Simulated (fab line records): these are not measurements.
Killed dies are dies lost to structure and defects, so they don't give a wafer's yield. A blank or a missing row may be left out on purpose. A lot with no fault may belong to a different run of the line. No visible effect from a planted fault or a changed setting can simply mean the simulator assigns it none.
fab line records :: flow n5_finfet
record:
  lots: 7
  wafers: 39
route steps=1938 shown FIN_SAQP@134 DUMMY_GATE@243 HKMG_FIN@421 GATE_CUT@492 MOL_CONTACT_COAG@586 BEOL_M4@1111
start_h: the number of hours between the record's first day and the start of the first shown wafer of the lot :: wait_h: time in hours since the lot's previous step :: " as in the row above :: L1.1+2: several wafers, shown together as one row :: - either no value or no given start :: * or withheld: withheld :: < > ~ a bound
route shown NAME@n: names a module that has steps shown in the file, with the first one's number in the route :: usual: mean and standard deviation over wafers with no fault :: same: alike in all rows :: chamber/n: place in a boat :: sites: the reading at each site :: _std_site: the values' standard deviation :: _edge_site: the outer-site mean with the inner-site mean subtracted :: radius_mm: how far each site lies from the wafer's centre :: mask NAME#n: copy n :: behind: tool/chamber where the wafer was last shaped :: hold: what put the lot on hold/how long, in hours/how the hold closed :: device: whichever transistor did not switch (one of n, p or np) :: end of line: tests run on the same wafers once the route is complete :: a step given without rows: its recipe and nothing more :: killed: at the first sort, the dies lost to defects and structure; wafer yield is something else :: map: the dies of a wafer, with x for killed, . for not killed, _ for no die there
set.NAME: the setting that was run; set.NAME@STEP: the one run at that earlier step :: model.NAME: the simulator's own value behind a step, which no gauge read
lots run with intentionally changed settings; tables by step, rows by wafer
== steps ==
step: N5_FIN_SAQP_ETCH_69
recipe:
  chemistry: N2/H2
  target: SOC
  target_depth_a: 1500
  stop_on: SiNx
  ion_energy_ev: 100
  bias_w: 61
  pressure_mtorr: 30
  source_w: 850
  n2_flow_sccm: 200
  h2_flow_sccm: 200
step: N5_DUMMY_GATE_ETCH_31
recipe:
  chemistry: C4F6/O2
  target: SiO2
  mask_material: SOC
  target_depth_a: 825
  time_s: 27.5
  ion_energy_ev: 250
  pressure_mtorr: 30
  source_w: 345
  bias_w: 185
  Ar_flow_sccm: 300
  C4F6_flow_sccm: 10
  O2_flow_sccm: 10
step: N5_DUMMY_GATE_ETCH_44
recipe:
  chemistry: HBr/O2
  over_etch_frac: 0.7
  target_depth_a: 1275
  stop_on: SiO2
  ion_energy_ev: 60
  bias_w: 20
  target: poly-Si
  mask_material: SiO2
  pressure_mtorr: 20
  icp_w: 400
  HBr_flow_sccm: 120
  O2_flow_sccm: 10
step: N5_HKMG_FIN_PWFM_ALD_03
recipe:
  material: TiN
  target_thk_a: 20
  temp_c: 400
  ald_precursor_family: TiCl4
  ald_co_reactant: NH3
  pulse_time_s: 1
  purge_time_s: 3
  co_reactant_purge_time_s: 2
  co_reactant_pulse_time_s: 2
  ald_cycles: 91
  pressure_torr: 3
step: N5_GATE_CUT_ETCH_36
recipe:
  chemistry: CF4
  target: SiARC
  target_depth_a: 130
  mask_material: CAR-EUV
  time_s: 21.7
  ion_energy_ev: 80
  pressure_mtorr: 40
  source_w: 545
  bias_w: 36
  Ar_flow_sccm: 100
  cf4_flow_sccm: 100
  ends: cleared
step: N5_MOL_CONTACT_COAG_VIA_ETCH_46
recipe:
  chemistry: C4F6/O2
  target_depth_a: 460
  overetch_a: 92
  mask_material: SOC
  target: SiO2
  bias_w: 455
  pressure_mtorr: 10
  time_s: 40
  source_w: 325
  Ar_flow_sccm: 300
  C4F6_flow_sccm: 10
  O2_flow_sccm: 10
  ion_energy_ev: 575.3
  ends: end_point
step: N5_BEOL_M4_RC_MEAS_101
usual:
  IOFF_P_LONG: 0.000109/9.2e-06
  VT_P: -251/3.5
  VT_P_LONG: -275/3.1
  VT_P_LVT: -100/3.2
lot.wafer: L074.1
tool: prober-01
chamber: 0
start_h: 183.49
wait_h: 0.0
set.target_depth_a@FIN_SAQP_ETCH_69: 1500
set.target_depth_a@DUMMY_GATE_ETCH_31: 825
set.target_depth_a@DUMMY_GATE_ETCH_44: 1275
set.ald_cycles@HKMG_FIN_PWFM_ALD_03: 85
set.cf4_flow_sccm@GATE_CUT_ETCH_36: 100
set.bias_w@MOL_CONTACT_COAG_VIA_ETCH_46: 383.7
IOFF_P_LONG[nA/um]: 7.6e-05
VT_P[mV]: -262
VT_P_LONG[mV]: -286
VT_P_LVT[mV]: -112

lot.wafer: L074.2
tool: prober-01
chamber: 0
start_h: 183.49
wait_h: 0.0
set.target_depth_a@FIN_SAQP_ETCH_69: 1413
set.target_depth_a@DUMMY_GATE_ETCH_31: 931.9
set.target_depth_a@DUMMY_GATE_ETCH_44: 1275
set.ald_cycles@HKMG_FIN_PWFM_ALD_03: 85
set.cf4_flow_sccm@GATE_CUT_ETCH_36: 100
set.bias_w@MOL_CONTACT_COAG_VIA_ETCH_46: 455
IOFF_P_LONG[nA/um]: 8.3e-05
VT_P[mV]: -261
VT_P_LONG[mV]: -286
VT_P_LVT[mV]: -110

lot.wafer: L074.3
tool: prober-01
chamber: 0
start_h: 183.49
wait_h: 0.0
set.target_depth_a@FIN_SAQP_ETCH_69: 1500
set.target_depth_a@DUMMY_GATE_ETCH_31: 931.9
set.target_depth_a@DUMMY_GATE_ETCH_44: 1275
set.ald_cycles@HKMG_FIN_PWFM_ALD_03: 91
set.cf4_flow_sccm@GATE_CUT_ETCH_36: 100
set.bias_w@MOL_CONTACT_COAG_VIA_ETCH_46: 455
IOFF_P_LONG[nA/um]: 9.5e-05
VT_P[mV]: -255
VT_P_LONG[mV]: -281
VT_P_LVT[mV]: -101

lot.wafer: L074.4
tool: prober-01
chamber: 0
start_h: 183.49
wait_h: 0.0
set.target_depth_a@FIN_SAQP_ETCH_69: 1413
set.target_depth_a@DUMMY_GATE_ETCH_31: 825
set.target_depth_a@DUMMY_GATE_ETCH_44: 1275
set.ald_cycles@HKMG_FIN_PWFM_ALD_03: 91
set.cf4_flow_sccm@GATE_CUT_ETCH_36: 100
set.bias_w@MOL_CONTACT_COAG_VIA_ETCH_46: 455
IOFF_P_LONG[nA/um]: 9.5e-05
VT_P[mV]: -254
VT_P_LONG[mV]: -282
VT_P_LVT[mV]: -102

lot.wafer: L074.5
tool: prober-01
chamber: 0
start_h: 183.49
wait_h: 0.0
set.target_depth_a@FIN_SAQP_ETCH_69: 1413
set.target_depth_a@DUMMY_GATE_ETCH_31: 825
set.target_depth_a@DUMMY_GATE_ETCH_44: 1275
set.ald_cycles@HKMG_FIN_PWFM_ALD_03: 91
set.cf4_flow_sccm@GATE_CUT_ETCH_36: 100
set.bias_w@MOL_CONTACT_COAG_VIA_ETCH_46: 383.7
IOFF_P_LONG[nA/um]: 9e-05
VT_P[mV]: -254
VT_P_LONG[mV]: -280
VT_P_LVT[mV]: -102

lot.wafer: L074.6
tool: prober-01
chamber: 0
start_h: 183.49
wait_h: 0.0
set.target_depth_a@FIN_SAQP_ETCH_69: 1500
set.target_depth_a@DUMMY_GATE_ETCH_31: 931.9
set.target_depth_a@DUMMY_GATE_ETCH_44: 1275
set.ald_cycles@HKMG_FIN_PWFM_ALD_03: 85
set.cf4_flow_sccm@GATE_CUT_ETCH_36: 100
set.bias_w@MOL_CONTACT_COAG_VIA_ETCH_46: 383.7
IOFF_P_LONG[nA/um]: 8.1e-05
VT_P[mV]: -261
VT_P_LONG[mV]: -284
VT_P_LVT[mV]: -111

lot.wafer: L078.1
tool: prober-02
chamber: 0
start_h: 200.79
wait_h: 0.0
set.target_depth_a@FIN_SAQP_ETCH_69: 1500
set.target_depth_a@DUMMY_GATE_ETCH_31: 825
set.target_depth_a@DUMMY_GATE_ETCH_44: 1275
set.ald_cycles@HKMG_FIN_PWFM_ALD_03: 91
set.cf4_flow_sccm@GATE_CUT_ETCH_36: 100
set.bias_w@MOL_CONTACT_COAG_VIA_ETCH_46: 455
IOFF_P_LONG[nA/um]: 0.000111
VT_P[mV]: -253
VT_P_LONG[mV]: -273
VT_P_LVT[mV]: -101

lot.wafer: L078.3
tool: prober-02
chamber: 0
start_h: 200.79
wait_h: 0.0
set.target_depth_a@FIN_SAQP_ETCH_69: 1500
set.target_depth_a@DUMMY_GATE_ETCH_31: 825
set.target_depth_a@DUMMY_GATE_ETCH_44: 1275
set.ald_cycles@HKMG_FIN_PWFM_ALD_03: 91
set.cf4_flow_sccm@GATE_CUT_ETCH_36: 100
set.bias_w@MOL_CONTACT_COAG_VIA_ETCH_46: 455
IOFF_P_LONG[nA/um]: 0.000111
VT_P[mV]: -252
VT_P_LONG[mV]: -272
VT_P_LVT[mV]: -101

lot.wafer: L078.6
tool: prober-02
chamber: 0
start_h: 200.79
wait_h: 0.0
set.target_depth_a@FIN_SAQP_ETCH_69: 1500
set.target_depth_a@DUMMY_GATE_ETCH_31: 825
set.target_depth_a@DUMMY_GATE_ETCH_44: 1275
set.ald_cycles@HKMG_FIN_PWFM_ALD_03: 91
set.cf4_flow_sccm@GATE_CUT_ETCH_36: 100
set.bias_w@MOL_CONTACT_COAG_VIA_ETCH_46: 455
IOFF_P_LONG[nA/um]: 0.000103
VT_P[mV]: -249
VT_P_LONG[mV]: -276
VT_P_LVT[mV]: -99

lot.wafer: L079.1
tool: prober-02
chamber: 0
start_h: 204.14
wait_h: 0.0
set.target_depth_a@FIN_SAQP_ETCH_69: 1500
set.target_depth_a@DUMMY_GATE_ETCH_31: 795.2
set.target_depth_a@DUMMY_GATE_ETCH_44: 1345
set.ald_cycles@HKMG_FIN_PWFM_ALD_03: 100
set.cf4_flow_sccm@GATE_CUT_ETCH_36: 89.26
set.bias_w@MOL_CONTACT_COAG_VIA_ETCH_46: 538.3
IOFF_P_LONG[nA/um]: 0.000141
VT_P[mV]: -239
VT_P_LONG[mV]: -265
VT_P_LVT[mV]: -87

lot.wafer: L079.2
tool: prober-02
chamber: 0
start_h: 204.14
wait_h: 0.0
set.target_depth_a@FIN_SAQP_ETCH_69: 1500
set.target_depth_a@DUMMY_GATE_ETCH_31: 825
set.target_depth_a@DUMMY_GATE_ETCH_44: 1345
set.ald_cycles@HKMG_FIN_PWFM_ALD_03: 91
set.cf4_flow_sccm@GATE_CUT_ETCH_36: 100
set.bias_w@MOL_CONTACT_COAG_VIA_ETCH_46: 538.3
IOFF_P_LONG[nA/um]: 0.000117
VT_P[mV]: -256
VT_P_LONG[mV]: -274
VT_P_LVT[mV]: -101

lot.wafer: L079.3
tool: prober-02
chamber: 0
start_h: 204.14
wait_h: 0.0
set.target_depth_a@FIN_SAQP_ETCH_69: 1349
set.target_depth_a@DUMMY_GATE_ETCH_31: 795.2
set.target_depth_a@DUMMY_GATE_ETCH_44: 1275
set.ald_cycles@HKMG_FIN_PWFM_ALD_03: 91
set.cf4_flow_sccm@GATE_CUT_ETCH_36: 89.26
set.bias_w@MOL_CONTACT_COAG_VIA_ETCH_46: 455
IOFF_P_LONG[nA/um]: 0.000108
VT_P[mV]: -248
VT_P_LONG[mV]: -277
VT_P_LVT[mV]: -99

lot.wafer: L079.4
tool: prober-02
chamber: 0
start_h: 204.14
wait_h: 0.0
set.target_depth_a@FIN_SAQP_ETCH_69: 1349
set.target_depth_a@DUMMY_GATE_ETCH_31: 825
set.target_depth_a@DUMMY_GATE_ETCH_44: 1345
set.ald_cycles@HKMG_FIN_PWFM_ALD_03: 91
set.cf4_flow_sccm@GATE_CUT_ETCH_36: 100
set.bias_w@MOL_CONTACT_COAG_VIA_ETCH_46: 455
IOFF_P_LONG[nA/um]: 0.000118
VT_P[mV]: -254
VT_P_LONG[mV]: -273
VT_P_LVT[mV]: -103

lot.wafer: L079.5
tool: prober-02
chamber: 0
start_h: 204.14
wait_h: 0.0
set.target_depth_a@FIN_SAQP_ETCH_69: 1500
set.target_depth_a@DUMMY_GATE_ETCH_31: 795.2
set.target_depth_a@DUMMY_GATE_ETCH_44: 1275
set.ald_cycles@HKMG_FIN_PWFM_ALD_03: 100
set.cf4_flow_sccm@GATE_CUT_ETCH_36: 100
set.bias_w@MOL_CONTACT_COAG_VIA_ETCH_46: 455
IOFF_P_LONG[nA/um]: 0.000137
VT_P[mV]: -243
VT_P_LONG[mV]: -268
VT_P_LVT[mV]: -92

lot.wafer: L079.6
tool: prober-02
chamber: 0
start_h: 204.14
wait_h: 0.0
set.target_depth_a@FIN_SAQP_ETCH_69: 1349
set.target_depth_a@DUMMY_GATE_ETCH_31: 825
set.target_depth_a@DUMMY_GATE_ETCH_44: 1275
set.ald_cycles@HKMG_FIN_PWFM_ALD_03: 100
set.cf4_flow_sccm@GATE_CUT_ETCH_36: 89.26
set.bias_w@MOL_CONTACT_COAG_VIA_ETCH_46: 538.3
IOFF_P_LONG[nA/um]: 0.000134
VT_P[mV]: -246
VT_P_LONG[mV]: -266
VT_P_LVT[mV]: -94

lot.wafer: L081.1
tool: prober-01
chamber: 0
start_h: 226.83
wait_h: 0.5
set.target_depth_a@FIN_SAQP_ETCH_69: 1569
set.target_depth_a@DUMMY_GATE_ETCH_31: 825
set.target_depth_a@DUMMY_GATE_ETCH_44: 1130
set.ald_cycles@HKMG_FIN_PWFM_ALD_03: 98
set.cf4_flow_sccm@GATE_CUT_ETCH_36: 100
set.bias_w@MOL_CONTACT_COAG_VIA_ETCH_46: 455
IOFF_P_LONG[nA/um]: 0.000123
VT_P[mV]: -246
VT_P_LONG[mV]: -269
VT_P_LVT[mV]: -94

lot.wafer: L081.2
tool: prober-01
chamber: 0
start_h: 226.83
wait_h: 0.5
set.target_depth_a@FIN_SAQP_ETCH_69: 1569
set.target_depth_a@DUMMY_GATE_ETCH_31: 825
set.target_depth_a@DUMMY_GATE_ETCH_44: 1275
set.ald_cycles@HKMG_FIN_PWFM_ALD_03: 98
set.cf4_flow_sccm@GATE_CUT_ETCH_36: 100
set.bias_w@MOL_CONTACT_COAG_VIA_ETCH_46: 498.8
IOFF_P_LONG[nA/um]: 0.000122
VT_P[mV]: -244
VT_P_LONG[mV]: -271
VT_P_LVT[mV]: -93

lot.wafer: L081.3
tool: prober-01
chamber: 0
start_h: 226.83
wait_h: 0.5
set.target_depth_a@FIN_SAQP_ETCH_69: 1500
set.target_depth_a@DUMMY_GATE_ETCH_31: 825
set.target_depth_a@DUMMY_GATE_ETCH_44: 1130
set.ald_cycles@HKMG_FIN_PWFM_ALD_03: 91
set.cf4_flow_sccm@GATE_CUT_ETCH_36: 100
set.bias_w@MOL_CONTACT_COAG_VIA_ETCH_46: 498.8
IOFF_P_LONG[nA/um]: 9.6e-05
VT_P[mV]: -246
VT_P_LONG[mV]: -275
VT_P_LVT[mV]: -95

lot.wafer: L081.4
tool: prober-01
chamber: 0
start_h: 226.83
wait_h: 0.5
set.target_depth_a@FIN_SAQP_ETCH_69: 1569
set.target_depth_a@DUMMY_GATE_ETCH_31: 825
set.target_depth_a@DUMMY_GATE_ETCH_44: 1275
set.ald_cycles@HKMG_FIN_PWFM_ALD_03: 91
set.cf4_flow_sccm@GATE_CUT_ETCH_36: 100
set.bias_w@MOL_CONTACT_COAG_VIA_ETCH_46: 455
IOFF_P_LONG[nA/um]: 0.000102
VT_P[mV]: -251
VT_P_LONG[mV]: -280
VT_P_LVT[mV]: -100

lot.wafer: L081.5
tool: prober-01
chamber: 0
start_h: 226.83
wait_h: 0.5
set.target_depth_a@FIN_SAQP_ETCH_69: 1500
set.target_depth_a@DUMMY_GATE_ETCH_31: 825
set.target_depth_a@DUMMY_GATE_ETCH_44: 1130
set.ald_cycles@HKMG_FIN_PWFM_ALD_03: 91
set.cf4_flow_sccm@GATE_CUT_ETCH_36: 100
set.bias_w@MOL_CONTACT_COAG_VIA_ETCH_46: 498.8
IOFF_P_LONG[nA/um]: 0.000111
VT_P[mV]: -251
VT_P_LONG[mV]: -276
VT_P_LVT[mV]: -99

lot.wafer: L081.6
tool: prober-01
chamber: 0
start_h: 226.83
wait_h: 0.5
set.target_depth_a@FIN_SAQP_ETCH_69: 1500
set.target_depth_a@DUMMY_GATE_ETCH_31: 825
set.target_depth_a@DUMMY_GATE_ETCH_44: 1275
set.ald_cycles@HKMG_FIN_PWFM_ALD_03: 98
set.cf4_flow_sccm@GATE_CUT_ETCH_36: 100
set.bias_w@MOL_CONTACT_COAG_VIA_ETCH_46: 455
IOFF_P_LONG[nA/um]: 0.000119
VT_P[mV]: -249
VT_P_LONG[mV]: -273
VT_P_LVT[mV]: -97

lot.wafer: L085.1
tool: prober-02
chamber: 0
start_h: 251.21
wait_h: 0.0
set.target_depth_a@FIN_SAQP_ETCH_69: 1500
set.target_depth_a@DUMMY_GATE_ETCH_31: 825
set.target_depth_a@DUMMY_GATE_ETCH_44: 1275
set.ald_cycles@HKMG_FIN_PWFM_ALD_03: 91
set.cf4_flow_sccm@GATE_CUT_ETCH_36: 100
set.bias_w@MOL_CONTACT_COAG_VIA_ETCH_46: 455
IOFF_P_LONG[nA/um]: 0.000102
VT_P[mV]: -249
VT_P_LONG[mV]: -275
VT_P_LVT[mV]: -100

lot.wafer: L085.2
tool: prober-02
chamber: 0
start_h: 251.21
wait_h: 0.0
set.target_depth_a@FIN_SAQP_ETCH_69: 1615
set.target_depth_a@DUMMY_GATE_ETCH_31: 825
set.target_depth_a@DUMMY_GATE_ETCH_44: 1275
set.ald_cycles@HKMG_FIN_PWFM_ALD_03: 85
set.cf4_flow_sccm@GATE_CUT_ETCH_36: 92.99
set.bias_w@MOL_CONTACT_COAG_VIA_ETCH_46: 455
IOFF_P_LONG[nA/um]: 0.000102
VT_P[mV]: -254
VT_P_LONG[mV]: -278
VT_P_LVT[mV]: -102

lot.wafer: L085.3
tool: prober-02
chamber: 0
start_h: 251.21
wait_h: 0.0
set.target_depth_a@FIN_SAQP_ETCH_69: 1500
set.target_depth_a@DUMMY_GATE_ETCH_31: 900.9
set.target_depth_a@DUMMY_GATE_ETCH_44: 1275
set.ald_cycles@HKMG_FIN_PWFM_ALD_03: 85
set.cf4_flow_sccm@GATE_CUT_ETCH_36: 100
set.bias_w@MOL_CONTACT_COAG_VIA_ETCH_46: 455
IOFF_P_LONG[nA/um]: 0.000101
VT_P[mV]: -258
VT_P_LONG[mV]: -281
VT_P_LVT[mV]: -105

lot.wafer: L085.4
tool: prober-02
chamber: 0
start_h: 251.21
wait_h: 0.0
set.target_depth_a@FIN_SAQP_ETCH_69: 1615
set.target_depth_a@DUMMY_GATE_ETCH_31: 900.9
set.target_depth_a@DUMMY_GATE_ETCH_44: 1275
set.ald_cycles@HKMG_FIN_PWFM_ALD_03: 85
set.cf4_flow_sccm@GATE_CUT_ETCH_36: 92.99
set.bias_w@MOL_CONTACT_COAG_VIA_ETCH_46: 542.1
IOFF_P_LONG[nA/um]: 0.0001
VT_P[mV]: -256
VT_P_LONG[mV]: -277
VT_P_LVT[mV]: -105

lot.wafer: L085.5
tool: prober-02
chamber: 0
start_h: 251.21
wait_h: 0.0
set.target_depth_a@FIN_SAQP_ETCH_69: 1615
set.target_depth_a@DUMMY_GATE_ETCH_31: 825
set.target_depth_a@DUMMY_GATE_ETCH_44: 1275
set.ald_cycles@HKMG_FIN_PWFM_ALD_03: 91
set.cf4_flow_sccm@GATE_CUT_ETCH_36: 100
set.bias_w@MOL_CONTACT_COAG_VIA_ETCH_46: 542.1
IOFF_P_LONG[nA/um]: 0.000119
VT_P[mV]: -243
VT_P_LONG[mV]: -274
VT_P_LVT[mV]: -92

lot.wafer: L085.6
tool: prober-02
chamber: 0
start_h: 251.21
wait_h: 0.0
set.target_depth_a@FIN_SAQP_ETCH_69: 1500
set.target_depth_a@DUMMY_GATE_ETCH_31: 900.9
set.target_depth_a@DUMMY_GATE_ETCH_44: 1275
set.ald_cycles@HKMG_FIN_PWFM_ALD_03: 91
set.cf4_flow_sccm@GATE_CUT_ETCH_36: 92.99
set.bias_w@MOL_CONTACT_COAG_VIA_ETCH_46: 542.1
IOFF_P_LONG[nA/um]: 0.000112
VT_P[mV]: -254
VT_P_LONG[mV]: -274
VT_P_LVT[mV]: -102

lot.wafer: L091.1
tool: prober-01
chamber: 0
start_h: 269.81
wait_h: 0.0
set.target_depth_a@FIN_SAQP_ETCH_69: 1333
set.target_depth_a@DUMMY_GATE_ETCH_31: 780.6
set.target_depth_a@DUMMY_GATE_ETCH_44: 1275
set.ald_cycles@HKMG_FIN_PWFM_ALD_03: 91
set.cf4_flow_sccm@GATE_CUT_ETCH_36: 100
set.bias_w@MOL_CONTACT_COAG_VIA_ETCH_46: 455
IOFF_P_LONG[nA/um]: 0.000108
VT_P[mV]: -254
VT_P_LONG[mV]: -275
VT_P_LVT[mV]: -104

lot.wafer: L091.2
tool: prober-01
chamber: 0
start_h: 269.81
wait_h: 0.0
set.target_depth_a@FIN_SAQP_ETCH_69: 1333
set.target_depth_a@DUMMY_GATE_ETCH_31: 825
set.target_depth_a@DUMMY_GATE_ETCH_44: 1275
set.ald_cycles@HKMG_FIN_PWFM_ALD_03: 91
set.cf4_flow_sccm@GATE_CUT_ETCH_36: 121.1
set.bias_w@MOL_CONTACT_COAG_VIA_ETCH_46: 539.2
IOFF_P_LONG[nA/um]: 0.000106
VT_P[mV]: -255
VT_P_LONG[mV]: -275
VT_P_LVT[mV]: -105

lot.wafer: L091.3
tool: prober-01
chamber: 0
start_h: 269.81
wait_h: 0.0
set.target_depth_a@FIN_SAQP_ETCH_69: 1333
set.target_depth_a@DUMMY_GATE_ETCH_31: 825
set.target_depth_a@DUMMY_GATE_ETCH_44: 1275
set.ald_cycles@HKMG_FIN_PWFM_ALD_03: 99
set.cf4_flow_sccm@GATE_CUT_ETCH_36: 121.1
set.bias_w@MOL_CONTACT_COAG_VIA_ETCH_46: 455
IOFF_P_LONG[nA/um]: 0.000121
VT_P[mV]: -245
VT_P_LONG[mV]: -269
VT_P_LVT[mV]: -95

lot.wafer: L091.4
tool: prober-01
chamber: 0
start_h: 269.81
wait_h: 0.0
set.target_depth_a@FIN_SAQP_ETCH_69: 1500
set.target_depth_a@DUMMY_GATE_ETCH_31: 780.6
set.target_depth_a@DUMMY_GATE_ETCH_44: 1275
set.ald_cycles@HKMG_FIN_PWFM_ALD_03: 99
set.cf4_flow_sccm@GATE_CUT_ETCH_36: 121.1
set.bias_w@MOL_CONTACT_COAG_VIA_ETCH_46: 539.2
IOFF_P_LONG[nA/um]: 0.000127
VT_P[mV]: -247
VT_P_LONG[mV]: -271
VT_P_LVT[mV]: -97

lot.wafer: L091.5
tool: prober-01
chamber: 0
start_h: 269.81
wait_h: 0.0
set.target_depth_a@FIN_SAQP_ETCH_69: 1500
set.target_depth_a@DUMMY_GATE_ETCH_31: 825
set.target_depth_a@DUMMY_GATE_ETCH_44: 1275
set.ald_cycles@HKMG_FIN_PWFM_ALD_03: 99
set.cf4_flow_sccm@GATE_CUT_ETCH_36: 100
set.bias_w@MOL_CONTACT_COAG_VIA_ETCH_46: 455
IOFF_P_LONG[nA/um]: 0.000122
VT_P[mV]: -246
VT_P_LONG[mV]: -269
VT_P_LVT[mV]: -94

lot.wafer: L091.6
tool: prober-01
chamber: 0
start_h: 269.81
wait_h: 0.0
set.target_depth_a@FIN_SAQP_ETCH_69: 1500
set.target_depth_a@DUMMY_GATE_ETCH_31: 780.6
set.target_depth_a@DUMMY_GATE_ETCH_44: 1275
set.ald_cycles@HKMG_FIN_PWFM_ALD_03: 91
set.cf4_flow_sccm@GATE_CUT_ETCH_36: 100
set.bias_w@MOL_CONTACT_COAG_VIA_ETCH_46: 539.2
IOFF_P_LONG[nA/um]: 0.000108
VT_P[mV]: -252
VT_P_LONG[mV]: -279
VT_P_LVT[mV]: -102

lot.wafer: L090.1
tool: prober-01
chamber: 0
start_h: 278.83
wait_h: 0.0
set.target_depth_a@FIN_SAQP_ETCH_69: 1500
set.target_depth_a@DUMMY_GATE_ETCH_31: 777
set.target_depth_a@DUMMY_GATE_ETCH_44: 1275
set.ald_cycles@HKMG_FIN_PWFM_ALD_03: 91
set.cf4_flow_sccm@GATE_CUT_ETCH_36: 100
set.bias_w@MOL_CONTACT_COAG_VIA_ETCH_46: 455
IOFF_P_LONG[nA/um]: 0.00011
VT_P[mV]: -246
VT_P_LONG[mV]: -273
VT_P_LVT[mV]: -99

lot.wafer: L090.2
tool: prober-01
chamber: 0
start_h: 278.83
wait_h: 0.0
set.target_depth_a@FIN_SAQP_ETCH_69: 1500
set.target_depth_a@DUMMY_GATE_ETCH_31: 777
set.target_depth_a@DUMMY_GATE_ETCH_44: 1275
set.ald_cycles@HKMG_FIN_PWFM_ALD_03: 91
set.cf4_flow_sccm@GATE_CUT_ETCH_36: 123.8
set.bias_w@MOL_CONTACT_COAG_VIA_ETCH_46: 503.1
IOFF_P_LONG[nA/um]: 0.000113
VT_P[mV]: -247
VT_P_LONG[mV]: -275
VT_P_LVT[mV]: -99

lot.wafer: L090.3
tool: prober-01
chamber: 0
start_h: 278.83
wait_h: 0.0
set.target_depth_a@FIN_SAQP_ETCH_69: 1500
set.target_depth_a@DUMMY_GATE_ETCH_31: 825
set.target_depth_a@DUMMY_GATE_ETCH_44: 1275
set.ald_cycles@HKMG_FIN_PWFM_ALD_03: 91
set.cf4_flow_sccm@GATE_CUT_ETCH_36: 123.8
set.bias_w@MOL_CONTACT_COAG_VIA_ETCH_46: 503.1
IOFF_P_LONG[nA/um]: 0.000114
VT_P[mV]: -250
VT_P_LONG[mV]: -272
VT_P_LVT[mV]: -101

lot.wafer: L090.4
tool: prober-01
chamber: 0
start_h: 278.83
wait_h: 0.0
set.target_depth_a@FIN_SAQP_ETCH_69: 1500
set.target_depth_a@DUMMY_GATE_ETCH_31: 825
set.target_depth_a@DUMMY_GATE_ETCH_44: 1275
set.ald_cycles@HKMG_FIN_PWFM_ALD_03: 95
set.cf4_flow_sccm@GATE_CUT_ETCH_36: 100
set.bias_w@MOL_CONTACT_COAG_VIA_ETCH_46: 503.1
IOFF_P_LONG[nA/um]: 0.000117
VT_P[mV]: -249
VT_P_LONG[mV]: -269
VT_P_LVT[mV]: -97

lot.wafer: L090.5
tool: prober-01
chamber: 0
start_h: 278.83
wait_h: 0.0
set.target_depth_a@FIN_SAQP_ETCH_69: 1500
set.target_depth_a@DUMMY_GATE_ETCH_31: 825
set.target_depth_a@DUMMY_GATE_ETCH_44: 1275
set.ald_cycles@HKMG_FIN_PWFM_ALD_03: 95
set.cf4_flow_sccm@GATE_CUT_ETCH_36: 100
set.bias_w@MOL_CONTACT_COAG_VIA_ETCH_46: 455
IOFF_P_LONG[nA/um]: 0.000121
VT_P[mV]: -246
VT_P_LONG[mV]: -271
VT_P_LVT[mV]: -98

lot.wafer: L090.6
tool: prober-01
chamber: 0
start_h: 278.83
wait_h: 0.0
set.target_depth_a@FIN_SAQP_ETCH_69: 1500
set.target_depth_a@DUMMY_GATE_ETCH_31: 777
set.target_depth_a@DUMMY_GATE_ETCH_44: 1275
set.ald_cycles@HKMG_FIN_PWFM_ALD_03: 95
set.cf4_flow_sccm@GATE_CUT_ETCH_36: 123.8
set.bias_w@MOL_CONTACT_COAG_VIA_ETCH_46: 455
IOFF_P_LONG[nA/um]: 0.000123
VT_P[mV]: -244
VT_P_LONG[mV]: -273
VT_P_LVT[mV]: -95
== key ==
split:
  step: N5_FIN_SAQP_ETCH_69
  setting: target_depth_a
  stated_as: 1500
response none clear
split:
  step: N5_DUMMY_GATE_ETCH_31
  setting: target_depth_a
  stated_as: 825
response none clear
split:
  step: N5_DUMMY_GATE_ETCH_44
  setting: target_depth_a
  stated_as: 1275
response none clear
split:
  step: N5_HKMG_FIN_PWFM_ALD_03
  setting: ald_cycles
  stated_as: 91
response:
  step: N5_BEOL_M4_RC_MEAS_101
  reading: IOFF_P_LONG
  slope: +2.01e-06
  per: 1%
  together_with: all
  explained: 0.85
response:
  step: N5_BEOL_M4_RC_MEAS_101
  reading: VT_P_LONG
  slope: +0.749
  per: 1%
  together_with: all
  explained: 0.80
response:
  step: N5_BEOL_M4_RC_MEAS_101
  reading: VT_P_LVT
  slope: +0.881
  per: 1%
  together_with: all
  explained: 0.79
response:
  step: N5_BEOL_M4_RC_MEAS_101
  reading: VT_P
  slope: +0.803
  per: 1%
  together_with: all
  explained: 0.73
split:
  step: N5_GATE_CUT_ETCH_36
  setting: cf4_flow_sccm
  stated_as: 100
response none clear
split:
  step: N5_MOL_CONTACT_COAG_VIA_ETCH_46
  setting: bias_w
  stated_as: 455
response none clear
